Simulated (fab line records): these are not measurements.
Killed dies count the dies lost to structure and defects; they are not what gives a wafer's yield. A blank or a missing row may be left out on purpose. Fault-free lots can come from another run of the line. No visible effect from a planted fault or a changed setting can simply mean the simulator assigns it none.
What tool caused it? | flow n5 finfet | 7 lots, 21 wafers sampled, at 8 steps of a route of 1938

WHAT THE GAUGES SHOWED, per wafer
N5_BEOL_M10_CD_MEAS_18: pitch 140 nm, target cd 70 nm. Usual: 69.8 nm for cd nm, sd 0.47.
lot  | measured     | on        | cd nm (nm)     | flag
L751 | day 11 16:29 | cd sem-02 | 70.0 69.9 69.9 |
L755 | day 12 13:58 | cd sem-02 | 70.0 69.7 68.9 |
L754 | day 12 17:43 | cd sem-01 | 69.4 69.8 70.0 |
L757 | day 12 22:18 | cd sem-03 | 68.9 69.2 68.9 |
L758 | day 13 06:14 | cd sem-02 | 70.3 69.6 69.9 |
L760 | day 13 18:47 | cd sem-02 | 69.6 70.1 69.4 |
L769 | day 15 21:19 | cd sem-01 | 69.6 70.2 69.1 |

N5_BEOL_M10_OCD_MEAS_38. Usual: 148.2 nm for trench depth nm, sd 2.3.
lot  | measured     | on     | trench depth nm (nm) | flag
L751 | day 11 18:23 | ocd-02 | 147.7 151.3 150.9    |
L755 | day 12 16:24 | ocd-01 | 151.8 150.6 150.3    |
L754 | day 12 18:35 | ocd-01 | 151.3 149.0 143.8    |
L757 | day 12 23:19 | ocd-02 | 149.9 143.8 206.2    | OFF
L758 | day 13 10:28 | ocd-02 | 147.3 147.3 146.6    |
L760 | day 13 21:25 | ocd-02 | 148.3 146.9 148.5    |
L769 | day 16 01:04 | ocd-01 | 146.7 147.7 146.6    |

N5_BEOL_M10_THK_MEAS_53: measures by xrf. Usual: M10_THK typically reads 142.8 nm, with standard deviation 2.7.
lot  | measured     | on            | M10_THK (nm)      | flag
L751 | day 11 20:35 | film metro-01 | 142.6 146.5 146.2 |
L755 | day 12 19:26 | film metro-01 | 145.5 145.1 143.9 |
L754 | day 12 21:34 | film metro-02 | 147.2 143.9 139.4 |
L757 | day 13 02:11 | film metro-02 | 145.2 141.0 206.3 | OFF
L758 | day 13 12:38 | film metro-01 | 139.6 141.6 140.7 |
L760 | day 14 00:07 | film metro-01 | 141.4 140.1 144.4 |
L769 | day 16 04:55 | film metro-02 | 142.4 142.3 142.2 |

N5_BEOL_M10_RS_MEAS_57: measures by four-point-probe. Usual: M10_RS typically reads 0.1512 ohm/sq, with standard deviation 0.003.
lot  | measured     | on            | M10_RS (ohm/sq)      | flag
L751 | day 11 20:43 | film metro-02 | 0.1508 0.1463 0.1474 |
L755 | day 12 19:34 | film metro-02 | 0.1477 0.1491 0.1501 |
L754 | day 12 21:43 | film metro-02 | 0.1473 0.1508 0.1572 |
L757 | day 13 02:19 | film metro-02 | 0.1501 0.1548 0.1028 | OFF
L758 | day 13 12:46 | film metro-02 | 0.1538 0.1506 0.1517 |
L760 | day 14 00:14 | film metro-01 | 0.1518 0.1534 0.1495 |
L769 | day 16 05:03 | film metro-02 | 0.1540 0.1534 0.1535 |

N5_BEOL_M15_RC_MEAS_101. Usual: etest temp c 25.02 C, standard deviation 0.12; COMB_M11 1.48e-11 S/m, standard deviation 2.9e-12; COMB_M12 6.6e-12 S/m, standard deviation 1.3e-12; COMB_M13 5.4e-12 S/m, standard deviation 1.3e-12; COMB_M14 4.1e-12 S/m, standard deviation 8e-13; COMB_M15 2.9e-12 S/m, standard deviation 7e-13; COMB_M15_max_site 4.1e-12 S/m, standard deviation 1e-12; COMB_M5 3.6e-11 S/m, standard deviation 7.9e-12; COMB_M6 2.6e-11 S/m, standard deviation 6.4e-12; COMB_M7 2.6e-11 S/m, standard deviation 5.1e-12; COMB_M8 2.6e-11 S/m, standard deviation 5.1e-12; COMB_M9 1.5e-11 S/m, standard deviation 3.2e-12; SERP_M10 3.08 ohm/um, standard deviation 0.077; SERP_M10_max_site 3.17 ohm/um, standard deviation 0.073; SERP_M11 3.08 ohm/um, standard deviation 0.077; SERP_M12 0.639 ohm/um, standard deviation 0.014; SERP_M13 0.309 ohm/um, standard deviation 0.0055; SERP_M14 0.162 ohm/um, standard deviation 0.0031; SERP_M5 38.9 ohm/um, standard deviation 1.3; SERP_M6 13.8 ohm/um, standard deviation 0.46; SERP_M6_max_site 14.5 ohm/um, standard deviation 0.52; SERP_M7 13.9 ohm/um, standard deviation 0.5; SERP_M8 13.8 ohm/um, standard deviation 0.51; SERP_M9 3.07 ohm/um, standard deviation 0.085.
lot  | measured     | on        | etest temp c (C)  | COMB_M11 (S/m)             | COMB_M12 (S/m)          | COMB_M13 (S/m)          | COMB_M14 (S/m)          | COMB_M15 (S/m)          | COMB_M15_max_site (S/m) | COMB_M5 (S/m)           | COMB_M6 (S/m)           | COMB_M7 (S/m)           | COMB_M8 (S/m)           | COMB_M9 (S/m)           | SERP_M10 (ohm/um) | SERP_M10_max_site (ohm/um) | SERP_M11 (ohm/um) | SERP_M12 (ohm/um) | SERP_M13 (ohm/um) | SERP_M14 (ohm/um) | SERP_M5 (ohm/um) | SERP_M6 (ohm/um) | SERP_M6_max_site (ohm/um) | SERP_M7 (ohm/um) | SERP_M8 (ohm/um) | SERP_M9 (ohm/um) | flag
L751 | day 13 07:25 | prober-02 | 24.78 24.84 24.92 | 1.52e-11 1.35e-11 1.38e-11 | 6.2e-12 7.4e-12 6.3e-12 | 8.7e-12 6.9e-12 5.4e-12 | 4.8e-12 4.2e-12 4.7e-12 | 3.4e-12 3.3e-12 2.8e-12 | 4.5e-12 4.7e-12 4e-12   | 2.8e-11 3.3e-11 4e-11   | 2.3e-11 2.7e-11 2.7e-11 | 2.9e-11 2.5e-11 2.7e-11 | 2.8e-11 3.8e-11 3e-11   | 1.7e-11 1.4e-11 1.3e-11 | 3.07 2.95 3.00    | 3.11 3.09 3.13             | 3.00 2.96 3.03    | 0.644 0.641 0.632 | 0.311 0.311 0.302 | 0.164 0.158 0.159 | 37.5 40.9 36.9   | 13.7 13.6 13.0   | 13.9 13.8 13.7            | 14.2 13.9 14.1   | 13.8 13.3 14.5   | 3.15 3.15 3.10   |
L755 | day 14 10:59 | prober-02 | 25.16 25.09 25.10 | 1.46e-11 1.24e-11 1.61e-11 | 6e-12 7.7e-12 6.9e-12   | 5.7e-12 6.4e-12 5.3e-12 | 4e-12 4.2e-12 3.6e-12   | 3.7e-12 3.7e-12 4.5e-12 | 5.2e-12 5.5e-12 7.3e-12 | 3.3e-11 3.6e-11 3e-11   | 2.9e-11 2.7e-11 2.5e-11 | 3.2e-11 2.5e-11 3.3e-11 | 2.7e-11 2.7e-11 3e-11   | 2.3e-11 1.9e-11 1.7e-11 | 3.01 3.06 3.12    | 3.05 3.16 3.18             | 3.26 3.11 3.19    | 0.639 0.636 0.645 | 0.305 0.308 0.313 | 0.159 0.164 0.162 | 38.4 41.3 40.0   | 14.1 13.9 13.9   | 14.4 15.4 14.2            | 14.1 14.5 14.3   | 13.7 14.5 13.4   | 3.25 3.13 3.09   |
L754 | day 14 08:46 | prober-01 | 24.89 24.88 24.90 | 1.23e-11 1.45e-11 1.57e-11 | 5.3e-12 5.2e-12 3.7e-12 | 4.4e-12 3.2e-12 4.6e-12 | 4e-12 2.8e-12 2.5e-12   | 2.9e-12 1.9e-12 2.7e-12 | 3.3e-12 2.5e-12 3.9e-12 | 2.4e-11 2.6e-11 2.5e-11 | 2.2e-11 2.3e-11 2.7e-11 | 2.2e-11 2e-11 2.2e-11   | 2.7e-11 2.8e-11 3.2e-11 | 1.3e-11 1.3e-11 1.5e-11 | 3.07 3.09 3.24    | 3.18 3.17 3.33             | 3.14 3.04 3.19    | 0.622 0.633 0.612 | 0.312 0.300 0.313 | 0.160 0.158 0.157 | 39.2 38.5 38.5   | 13.3 13.7 13.7   | 13.7 14.2 14.1            | 14.3 14.8 14.5   | 13.3 14.3 13.9   | 3.10 3.19 3.15   |
L757 | day 14 16:26 | prober-02 | 24.97 24.92 25.14 | 1.49e-11 1.51e-11 1.91e-11 | 5.6e-12 6.1e-12 6e-12   | 4.2e-12 4.3e-12 6.5e-12 | 3.6e-12 5.1e-12 3.1e-12 | 3.3e-12 3.4e-12 3.5e-12 | 3.9e-12 5e-12 5.4e-12   | 3.8e-11 5e-11 3.7e-11   | 2.8e-11 2.4e-11 2.6e-11 | 3.3e-11 2.6e-11 2.2e-11 | 2.7e-11 3.1e-11 2.4e-11 | 1.3e-11 1.6e-11 2e-11   | 3.09 3.25 2.13    | 3.17 3.28 2.18             | 3.10 3.16 3.11    | 0.660 0.663 0.676 | 0.303 0.305 0.302 | 0.160 0.165 0.158 | 40.7 40.6 37.8   | 14.1 14.1 14.4   | 15.0 15.1 15.0            | 13.6 14.1 13.7   | 13.4 12.9 13.5   | 3.09 3.12 3.18   | OFF
L758 | day 15 00:20 | prober-02 | 25.31 25.03 24.91 | 1.26e-11 1.39e-11 1.94e-11 | 7.7e-12 7e-12 9e-12     | 7.9e-12 6.2e-12 6.6e-12 | 4.1e-12 4.4e-12 4.3e-12 | 3.3e-12 3.2e-12 3e-12   | 4.8e-12 4.5e-12 3.8e-12 | 2.3e-11 2.5e-11 3.7e-11 | 2.6e-11 2.3e-11 2.1e-11 | 2.3e-11 3.2e-11 2.7e-11 | 2.9e-11 2.9e-11 2.9e-11 | 1.1e-11 1.2e-11 1.6e-11 | 3.09 3.07 3.08    | 3.18 3.21 3.11             | 3.01 3.05 3.12    | 0.640 0.640 0.649 | 0.301 0.311 0.308 | 0.166 0.163 0.162 | 37.8 40.1 38.8   | 12.9 13.3 13.6   | 13.2 13.8 14.7            | 14.6 13.6 13.6   | 13.7 13.5 13.6   | 3.07 2.98 2.96   |
L760 | day 15 11:19 | prober-01 | 25.12 25.08 25.24 | 1.34e-11 1.38e-11 1.69e-11 | 6.9e-12 4.7e-12 4.6e-12 | 5.1e-12 3.7e-12 3.9e-12 | 2.2e-12 4.9e-12 3.4e-12 | 2.7e-12 2.3e-12 2.7e-12 | 4.2e-12 3.1e-12 4.1e-12 | 4.9e-11 4.4e-11 3e-11   | 2.8e-11 2e-11 2.4e-11   | 2.2e-11 2.2e-11 2.6e-11 | 2.5e-11 2e-11 3e-11     | 2.3e-11 1.8e-11 1.6e-11 | 3.15 3.15 3.07    | 3.24 3.20 3.12             | 2.96 3.12 3.06    | 0.637 0.633 0.631 | 0.310 0.304 0.302 | 0.162 0.164 0.162 | 37.9 37.5 39.0   | 14.6 15.0 13.0   | 15.4 15.5 13.4            | 13.1 13.8 13.9   | 13.9 14.0 13.7   | 2.97 3.15 3.05   |
L769 | day 17 13:16 | prober-01 | 25.28 25.09 25.13 | 1.46e-11 1.58e-11 1.56e-11 | 5.7e-12 7.6e-12 5.3e-12 | 5e-12 4.4e-12 3.4e-12   | 4e-12 3.7e-12 4.7e-12   | 2.5e-12 1.6e-12 3.9e-12 | 3.4e-12 2.4e-12 5.9e-12 | 4.2e-11 6.1e-11 4.4e-11 | 4.7e-11 3.3e-11 3.2e-11 | 2.2e-11 2.1e-11 2.6e-11 | 2.6e-11 2.8e-11 2.7e-11 | 1.7e-11 1.3e-11 1.3e-11 | 3.16 3.08 3.14    | 3.21 3.21 3.18             | 2.90 3.11 3.05    | 0.653 0.624 0.622 | 0.308 0.306 0.303 | 0.163 0.156 0.165 | 37.1 39.8 42.2   | 14.3 13.8 14.0   | 14.8 14.5 14.4            | 14.4 14.5 14.0   | 14.1 14.2 14.2   | 3.17 3.05 3.09   |

WHICH TOOL RAN EACH LOT (tool, then ch and the chambers of the sampled wafers, then the start)
lot  | N5_BEOL_M10_DESCUM_33              | N5_BEOL_M10_TRENCH_ETCH_37         | N5_BEOL_M10_CURE_72
L751 | rie diel-04 ch 1,3, day 11 17:54   | rie diel-04 ch 1,3, day 11 18:13   | uv cure-01 ch 1, day 11 18:40
L755 | rie diel-03 ch 0,3, day 12 15:55   | rie diel-03 ch 0,3, day 12 16:13   | uv cure-02 ch 0, day 12 16:55
L754 | rie diel-03 ch 1,2,3, day 12 18:05 | rie diel-03 ch 1,2,3, day 12 18:23 | uv cure-01 ch 0, day 12 18:52
L757 | rie diel-03 ch 0,2, day 12 22:49   | rie diel-03 ch 0,2, day 12 23:08   | uv cure-02 ch 0, day 12 23:43
L758 | rie diel-04 ch 0,1, day 13 09:58   | rie diel-04 ch 0,1, day 13 10:17   | uv cure-01 ch 2, day 13 10:43
L760 | rie diel-01 ch 0,1,2, day 13 20:55 | rie diel-01 ch 0,1,2, day 13 21:14 | uv cure-02 ch 2, day 13 21:48
L769 | rie diel-04 ch 0,1, day 16 00:35   | rie diel-04 ch 0,1, day 16 00:53   | uv cure-02 ch 2, day 16 01:16
- N5_BEOL_M10_DESCUM_33: chemistry O2, time 7.9 s.
- N5_BEOL_M10_TRENCH_ETCH_37: etches SiCOH lowk in C4F6/O2, target depth 148.83 nm, time 48 s.
- N5_BEOL_M10_CURE_72: cures SiCOH lowk, time 120 s.

WHAT THE TOOLS THEMSELVES READ (means of the sampled wafers that have a number; where no wafer has one, the mark that the record gives instead)
N5_BEOL_M10_DESCUM_33. Usual: drypump motor current A 5.9 A, standard deviation 0.39; o2 flow sccm 225.1 sccm, standard deviation 0.69; oes product au 0.81 a.u., standard deviation 0.099; rf vpp V 243.0 V, standard deviation 1.2; showerhead plenum p Torr 2.08 Torr, standard deviation 0.051; throttle valve pct 20.42 %, standard deviation 0.24.
lot  | tool        | drypump motor current A (A) | o2 flow sccm (sccm) | oes product au (a.u.) | rf vpp V (V) | showerhead plenum p Torr (Torr) | throttle valve pct (%) | flag
L751 | rie diel-04 | 5.9                         | 225.4               | 0.85                  | 243.6        | 2.09                            | 20.35                  |
L755 | rie diel-03 | 5.7                         | 226.1               | 0.97                  | 242.9        | 2.11                            | 20.06                  |
L754 | rie diel-03 | 6.0                         | 225.3               | 0.84                  | 242.7        | 2.05                            | 20.39                  |
L757 | rie diel-03 | 5.7                         | 225.8               | 0.77                  | 242.3        | 2.09                            | 20.45                  |
L758 | rie diel-04 | 5.5                         | 224.8               | 0.87                  | 243.9        | 2.09                            | 20.29                  |
L760 | rie diel-01 | 6.3                         | 224.5               | 0.74                  | 243.8        | 2.11                            | 20.51                  |
L769 | rie diel-04 | 5.6                         | 225.0               | 0.77                  | 242.6        | 2.12                            | 20.53                  |

N5_BEOL_M10_TRENCH_ETCH_37. Usual: drypump motor current A 5.9 A, standard deviation 0.39; oes_f_703_au 0.80 a.u., standard deviation 0.094; oes product au 0.81 a.u., standard deviation 0.1; rf vpp V 665 V, standard deviation 7.7; showerhead plenum p Torr 2.84 Torr, standard deviation 0.068; throttle valve pct 20.94 %, standard deviation 0.25.
lot  | tool        | drypump motor current A (A) | oes_f_703_au (a.u.) | oes product au (a.u.) | rf vpp V (V) | showerhead plenum p Torr (Torr) | throttle valve pct (%) | flag
L751 | rie diel-04 | 6.0                         | 0.84                | 0.85                  | 659          | 2.84                            | 20.86                  |
L755 | rie diel-03 | 5.7                         | 0.95                | 0.97                  | 663          | 2.87                            | 20.59                  |
L754 | rie diel-03 | 6.0                         | 0.83                | 0.84                  | 668          | 2.79                            | 20.88                  |
L757 | rie diel-03 | 5.7                         | 0.76                | 0.83                  | 662          | 2.84                            | 20.95                  |
L758 | rie diel-04 | 5.5                         | 0.85                | 0.86                  | 669          | 2.84                            | 20.78                  |
L760 | rie diel-01 | 6.3                         | 0.73                | 0.74                  | 671          | 2.88                            | 21.09                  |
L769 | rie diel-04 | 5.6                         | 0.76                | 0.77                  | 668          | 2.88                            | 21.03                  |

N5_BEOL_M10_CURE_72. Usual: lamp power pct 52.31 %, standard deviation 0.055; wafer_temp_C_max 371.6, standard deviation 0.53.
lot  | tool       | lamp power pct (%) | wafer_temp_C_max | flag
L751 | uv cure-01 | 52.35              | 371.0            |
L755 | uv cure-02 | 52.32              | 371.4            |
L754 | uv cure-01 | 52.28              | 371.0            |
L757 | uv cure-02 | 52.31              | 371.9            |
L758 | uv cure-01 | 52.34              | 371.6            |
L760 | uv cure-02 | 52.27              | 372.0            |
L769 | uv cure-02 | 52.24              | 371.6            |

THE ANSWER, worked out from the rows above alone
Rule: a lot counts as off when the mean over its wafers that have a number is more than 3 standard deviations away from the usual mean. Also off: a lot with no number at a reading for which 4 or more lots have one. The other lots that the step has rows for count as sound. First the gauges in route order, then the tools' own readings, where a lot's mean is used as printed above. The first step at which some lot is off is used, and at that step the reading that is off furthest; a lot without a number counts as furthest.
Off: L757, at N5_BEOL_M10_OCD_MEAS_38 (trench depth nm).
If a tool, at a process step before that reading, ran all the lots that are off and no sound lot after the first of them, it fits. Not tried: the gauges at N5_BEOL_M10_OCD_MEAS_38; whatever is off there is also off at N5_BEOL_M10_THK_MEAS_53, on other tools, and gauge error can't account for it. One candidate fits, namely rie diel-03 at N5_BEOL_M10_DESCUM_33 and N5_BEOL_M10_TRENCH_ETCH_37. At N5_BEOL_M10_DESCUM_33 its last sound lot is L754 (day 12 18:05), its first lot that is off L757 (day 12 22:49): a fault that began between those two fits.

WHAT THE SIMULATOR PUT IN
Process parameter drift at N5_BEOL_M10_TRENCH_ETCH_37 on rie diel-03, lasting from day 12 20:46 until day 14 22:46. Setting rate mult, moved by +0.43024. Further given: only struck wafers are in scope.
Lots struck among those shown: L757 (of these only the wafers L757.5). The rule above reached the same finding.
